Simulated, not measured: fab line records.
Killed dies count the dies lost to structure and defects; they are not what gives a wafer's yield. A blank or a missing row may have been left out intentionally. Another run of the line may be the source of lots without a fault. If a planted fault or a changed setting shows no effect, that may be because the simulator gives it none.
fab line records	flow nand_harc
record: lots: 6	wafers: 18	last_day: 25
route steps=1159 shown A_M1@1029
lots that met no fault: taken from a fault-free run of the same line
start_h: start of the lot's first displayed wafer, in hours after the record's first day	wait_h: time in hours since the lot's previous step	" same as the row above	L1.1+2: a row that stands for several wafers	- no value, or no start was given	* or withheld: withheld	< > ~ a bound
route shown NAME@n: a module of which the file shows steps, and the number in the route of the first	usual: average and standard deviation across the fault-free wafers	same: alike in all rows	chamber/n: place in a boat	sites: each site's reading	_std_site: standard deviation across them	_edge_site: the outer-site mean with the inner-site mean subtracted	radius_mm: how far each site lies from the wafer's centre	mask NAME#n: copy n	behind: the most recent tool/chamber to have shaped the wafer	hold: cause of the lot's hold/its duration in hours/its outcome	device: whichever transistor did not switch (one of n, p or np)	end of line: tests run on the same wafers once the route is complete	for a step that has no rows: nothing shown but its recipe	killed: not the wafer's yield, but the dies lost to structure and defects at the first sort	map: dies across one wafer; x = killed, . = not, _ = none there
set.NAME: the setting that was run; set.NAME@STEP: the one run at that earlier step	model.NAME: the simulator's own value behind a step, which no gauge read
lots at some steps of the route; a table a step, a row a wafer
services: from which hour (start_h, from the record's first day; less than 0 if before it) a tool's chamber was out of use, for how many hours, and why
== steps ==
step: NHARC_A_M1_COAT_34
recipe: temp_c: 200	time_s: 65
step: NHARC_A_M1_COAT_03
recipe: spin_rpm: 1500	resist_thk_nm: 90
step: NHARC_A_M1_SOFTBAKE_04
recipe: temp_c: 105	time_s: 55
step: NHARC_A_M1_EBR_05
step: NHARC_A_M1_EXPOSE_06
recipe: na: 1.35	target_cd_nm: 120	dose_mj: 75.13	mask_id: A_M1
step: NHARC_A_M1_PEB_07
recipe: peb_temp_c: 100	peb_time_s: 65
step: NHARC_A_M1_DEVELOP_08
recipe: develop_time_s: 35	dev_temp_c: 23
step: NHARC_A_M1_CD_MEAS_09
recipe: target_cd_nm: 120	landing_energy_ev: 500
usual: cd_nm: 119.6/0.69
lot.wafer	tool	chamber	start_h	wait_h	cd_nm
L529.1	cd_sem-01	0	417.23	-	119.3
L529.4	"	0	"	"	118.7
L529.6	"	0	"	"	118.9
L533.2	cd_sem-01	0	429.14	-	120.1
L533.3	"	0	"	"	119.3
L533.5	"	0	"	"	120.1
L549.1	cd_sem-01	0	526.56	-	119.5
L549.2	"	0	"	"	119.9
L549.5	"	0	"	"	120.8
L547.4	cd_sem-02	0	532.40	-	119.5
L547.5	"	0	"	"	119.9
L547.6	"	0	"	"	120.1
L548.1	cd_sem-01	0	536.11	-	119.8
L548.2	"	0	"	"	118.9
L548.6	"	0	"	"	118.8
L550.1	cd_sem-02	0	554.11	-	119.5
L550.2	"	0	"	"	119.6
L550.4	"	0	"	"	119.2
step: NHARC_A_M1_OVL_MEAS_10
recipe: pitch_nm: 240
usual: overlay_x_nm: -0.1/0.88	overlay_y_nm: 0.2/0.8
lot.wafer	tool	chamber	start_h	wait_h	overlay_x_nm	overlay_y_nm
L529.1	overlay-02	-	417.34	-	0.0	-0.3
L529.4	"	-	"	"	0.0	-0.1
L529.6	"	-	"	"	-0.3	-0.6
L533.2	overlay-01	-	429.22	-	0.3	0.1
L533.3	"	-	"	"	-0.3	0.6
L533.5	"	-	"	"	-1.3	1.0
L549.1	overlay-01	-	526.65	-	-0.3	-0.2
L549.2	"	-	"	"	-0.3	0.1
L549.5	"	-	"	"	-0.1	0.1
L547.4	overlay-01	-	532.48	-	1.0	1.4
L547.5	"	-	"	"	1.1	1.2
L547.6	"	-	"	"	0.2	1.0
L548.1	overlay-02	-	536.20	-	-1.8	1.8
L548.2	"	-	"	"	-2.0	2.5
L548.6	"	-	"	"	-2.0	1.9
L550.1	overlay-02	-	554.20	-	0.7	-0.3
L550.2	"	-	"	"	0.3	-0.4
L550.4	"	-	"	"	0.5	-0.1
step: NHARC_A_M1_INSPECT_11
usual: raw_defect_count: 33/14
lot.wafer	tool	chamber	start_h	wait_h	raw_defect_count
L529.1	defect_inspect-01	-	417.37	0.0	34
L529.4	"	-	"	"	19
L529.6	"	-	"	"	22
L533.2	defect_inspect-01	-	429.26	0.0	34
L533.3	"	-	"	"	43
L533.5	"	-	"	"	51
L549.1	defect_inspect-02	-	526.68	0.0	29
L549.2	"	-	"	"	27
L549.5	"	-	"	"	28
L547.4	defect_inspect-01	-	532.52	0.0	69
L547.5	"	-	"	"	64
L547.6	"	-	"	"	46
L548.1	defect_inspect-01	-	536.23	0.0	42
L548.2	"	-	"	"	44
L548.6	"	-	"	"	39
L550.1	defect_inspect-02	-	554.24	0.0	19
L550.2	"	-	"	"	21
L550.4	"	-	"	"	20
step: NHARC_A_M1_DESCUM_14
recipe: time_s: 3	o2_flow_sccm: 200	ar_flow_sccm: 0	bias_power_w: 0	chemistry: O2
usual: drypump_motor_current_A: 5.6/0.45	oes_product_au: 1.000/0.0088	rf_vpp_V: 57.7/0.88	showerhead_plenum_p_Torr: 1.92/0.072	throttle_valve_pct: 11.311/0.0091
same: time_s: 3
lot.wafer	tool	chamber	start_h	wait_h	drypump_motor_current_A	oes_product_au	rf_hours_counter_h	rf_vpp_V	showerhead_plenum_p_Torr	throttle_valve_pct
L529.4	rie_diel-05	1	417.44	0.1	6.5	0.997	4	59.2	1.98	11.298
L529.1	"	3	"	"	5.8	1.001	4	58.1	1.88	11.319
L529.6	"	0	"	"	5.7	1.003	-	56.6	1.85	11.312
L533.3	rie_diel-07	2	429.33	0.1	5.4	1.001	1	57.2	1.96	11.316
L533.2	"	3	"	"	5.2	1.001	1	56.5	1.81	11.309
L533.5	"	2	"	"	5.4	0.985	-	55.7	1.96	11.313
L549.1	rie_diel-05	0	526.75	0.1	5.8	1.000	0	57.4	1.84	11.322
L549.2	"	2	"	"	6.5	1.014	0	57.8	1.91	11.305
L549.5	"	3	"	"	5.8	0.995	-	58.1	1.88	11.308
L547.4	rie_diel-09	1	532.61	0.1	5.6	0.994	-	57.4	1.97	11.305
L547.6	"	2	"	"	5.3	1.003	-	57.5	2.06	11.319
L547.5	"	0	"	"	5.2	0.993	-	58.0	1.87	11.298
L548.1	rie_diel-07	2	536.30	0.1	5.4	0.995	9	57.3	1.96	11.322
L548.2	"	0	"	"	5.0	1.006	10	58.8	1.99	11.295
L548.6	"	1	"	"	5.4	1.003	-	59.3	1.94	11.310
L550.2	rie_diel-05	3	554.31	0.1	5.8	0.990	1	57.0	1.88	11.305
L550.1	"	0	"	"	5.7	0.994	1	56.2	1.84	11.336
L550.4	"	0	"	"	5.7	0.985	-	57.0	1.84	11.293
step: NHARC_A_M1_ETCH_35
recipe: target_depth_a: 400	overetch_a: 120	time_s: 43.94	ion_energy_ev: 200	n2_flow_sccm: 150	h2_flow_sccm: 150	ar_flow_sccm: 0	rf_w: 400	bias_w: 150	chemistry: N2/H2
usual: bias_w: 150.0/0.52	chamber_pressure_mTorr: 29.996/0.027	drypump_motor_current_A: 5.7/0.44	oes_product_au: 1.002/0.0089	rf_fwd_power_W: 396.1/1.4	rf_vpp_V: 430.8/2.3	showerhead_plenum_p_Torr: 2.05/0.078	throttle_valve_pct: 14.170/0.0096
same: time_s: 43.94
lot.wafer	tool	chamber	start_h	wait_h	bias_w	chamber_pressure_mTorr	drypump_motor_current_A	oes_product_au	rf_fwd_power_W	rf_hours_counter_h	rf_vpp_V	showerhead_plenum_p_Torr	throttle_valve_pct
L529.4	rie_diel-05	1	417.52	0.1	150.1	29.990	6.6	1.002	395.5	4.4	434.2	2.11	14.180
L529.1	"	3	"	"	150.0	29.989	5.8	1.003	392.6	3.9	429.0	2.01	14.164
L529.6	"	0	"	"	150.8	30.009	5.8	1.012	398.2	-	428.8	1.97	14.159
L533.3	rie_diel-07	0	429.40	0.1	150.0	30.005	5.1	1.010	393.7	1.2	432.0	2.13	14.167
L533.2	"	1	"	"	149.3	30.023	5.4	1.014	395.4	0.9	431.8	2.07	14.164
L533.5	"	1	"	"	149.3	30.003	5.4	1.011	393.6	-	432.9	2.07	14.154
L549.2	rie_diel-05	0	526.84	0.1	149.8	29.958	5.7	1.000	395.4	0.0	427.1	1.96	14.165
L549.1	"	1	"	"	149.9	30.009	6.6	1.002	397.2	0.0	431.7	2.11	14.171
L549.5	"	3	"	"	150.6	29.973	5.8	0.993	396.3	-	430.2	2.00	14.175
L547.5	rie_diel-09	2	532.70	0.1	150.5	29.990	5.3	1.001	397.8	-	434.8	2.20	14.175
L547.4	"	0	"	"	150.6	29.998	5.3	1.002	396.9	-	429.0	1.99	14.169
L547.6	"	1	"	"	150.2	30.021	5.7	0.996	399.0	-	432.1	2.10	14.170
L548.1	rie_diel-07	0	536.39	0.1	150.8	29.986	5.1	1.015	394.5	9.8	432.1	2.13	14.172
L548.2	"	1	"	"	149.7	30.012	5.4	1.013	395.5	8.4	431.4	2.07	14.174
L548.6	"	2	"	"	149.6	29.980	5.4	0.994	397.4	-	432.9	2.09	14.164
L550.2	rie_diel-05	0	554.40	0.1	149.9	29.994	5.8	0.994	397.4	1.4	429.5	1.96	14.161
L550.1	"	3	"	"	150.9	29.972	5.8	0.993	394.0	1.4	428.4	2.00	14.190
L550.4	"	3	"	"	151.9	29.999	5.8	0.995	395.5	-	428.5	2.00	14.171
step: NHARC_A_M1_ETCH_15
recipe: target_depth_a: 1825	time_s: 91.2	c4f8_flow_sccm: withheld	ar_flow_sccm: 400	rf_w: 600	bias_w: 300	chemistry: C4F8/Ar
usual: bias_w: 300.0/0.89	chamber_pressure_mTorr: 24.997/0.023	oes_product_au: 0.960/0.023	rf_fwd_power_W: 596.6/1.9	rf_vpp_V: 441.1/2.4	time_s: 91.2/0
lot.wafer	tool	chamber	start_h	wait_h	bias_w	chamber_pressure_mTorr	oes_product_au	rf_fwd_power_W	rf_hours_counter_h	rf_vpp_V	time_s
L529.1	rie_diel-05	3	417.61	-	301.2	24.974	0.983	593.4	3.9	440.1	91.2
L529.4	"	0	"	"	298.5	24.973	0.957	594.3	3.9	439.2	91.2
L529.6	"	0	"	"	299.7	24.989	0.963	595.9	-	439.4	91.2
L533.3	rie_diel-07	0	429.50	-	299.0	24.998	0.999	593.7	1.2	442.7	91.2
L533.2	"	2	"	"	300.6	25.008	0.955	598.1	0.7	443.2	91.2
L533.5	"	3	"	"	299.4	24.988	0.987	596.4	-	437.2	91.2
L549.1	rie_diel-05	1	526.92	-	300.5	25.018	0.966	599.7	0.0	441.6	91.2
L549.2	"	2	"	"	298.7	24.993	0.984	596.4	0.0	440.4	91.2
L549.5	"	1	"	"	299.9	24.984	0.966	599.7	-	443.1	91.2
L547.4	rie_diel-09	1	532.81	-	-	-	-	-	-	-	-
L547.5	"	2	"	"	-	-	-	-	-	-	-
L547.6	"	0	"	"	-	-	-	-	-	-	-
L548.2	rie_diel-07	3	536.92	-	-	-	-	-	-	-	-
L548.1	"	1	"	"	-	-	-	-	-	-	-
L548.6	"	2	"	"	-	-	-	-	-	-	-
L550.2	rie_diel-05	1	554.50	-	298.7	24.996	0.933	596.7	1.4	442.2	91.2
L550.1	"	3	"	"	301.2	25.005	0.947	596.7	1.4	439.0	91.2
L550.4	"	1	"	"	298.3	24.968	0.942	593.6	-	442.4	91.2
step: NHARC_A_M1_CD_MEAS_16
usual: cd_nm: 119.7/0.86
lot.wafer	tool	chamber	start_h	wait_h	cd_nm
L529.1	cd_sem-02	-	417.74	-	120.3
L529.4	"	-	"	"	119.1
L529.6	"	-	"	"	119.7
L533.2	cd_sem-02	-	429.63	-	119.1
L533.3	"	-	"	"	120.2
L533.5	"	-	"	"	120.8
L549.1	cd_sem-02	-	527.05	-	120.6
L549.2	"	-	"	"	119.8
L549.5	"	-	"	"	121.0
L547.4	cd_sem-02	-	532.93	-	118.8
L547.5	"	-	"	"	119.7
L547.6	"	-	"	"	118.5
L548.1	cd_sem-02	-	537.05	-	120.7
L548.2	"	-	"	"	118.1
L548.6	"	-	"	"	118.7
L550.1	cd_sem-03	-	554.65	-	119.8
L550.2	"	-	"	"	119.6
L550.4	"	-	"	"	118.7
== services ==
tool	chamber	start_h	hours	kind
rie_diel-09	1	394.64	2.1	repair
rie_diel-05	0	398.84	-	clean
rie_diel-05	1	398.84	-	clean
rie_diel-05	2	398.84	-	clean
rie_diel-05	3	398.84	-	clean
rie_diel-07	-	405.24	9.0	pm
rie_diel-05	0	423.34	-	clean
rie_diel-05	1	423.34	-	clean
rie_diel-05	2	423.34	-	clean
rie_diel-05	3	423.34	-	clean
rie_diel-09	-	431.10	9.0	pm
rie_diel-05	0	447.84	-	clean
rie_diel-05	1	447.84	-	clean
rie_diel-05	2	447.84	-	clean
rie_diel-05	3	447.84	-	clean
rie_diel-05	0	472.34	-	clean
rie_diel-05	1	472.34	-	clean
rie_diel-05	2	472.34	-	clean
rie_diel-07	3	489.96	2.9	repair
rie_diel-07	1	492.59	5.1	repair
rie_diel-09	1	494.83	5.1	repair
rie_diel-05	-	517.61	9.0	pm
rie_diel-05	2	534.46	23.2	repair
rie_diel-09	1	548.58	14.5	repair
== key ==
first_sign: step: NHARC_A_M1_ETCH_15	reading: tool_record	direction: missing
effect none on later readings
met_at NHARC_A_M1_ETCH_15
struck_wafers L547.4,L547.5,L547.6,L548.1,L548.2,L548.6
later_rows_left_out L547.4,L547.5,L547.6,L548.1,L548.2,L548.6
sort_left_out L547.4,L547.5,L547.6,L548.1,L548.2,L548.6
onset_between 429.50 532.81
fault: kind: skipped_step_whole	tool: rie_diel-07,rie_diel-09	chamber: -	onset_h: 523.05	steps: NHARC_A_M1_ETCH_15	scope: struck_lots_only
sort_left_out: the simulated sort isn't trusted on such a fault, so these wafers' sort isn't shown, and their yield isn't known
later_rows_left_out: the simulator's readings of these wafers behind a module that went badly wrong aren't trusted and aren't shown, but for the sort
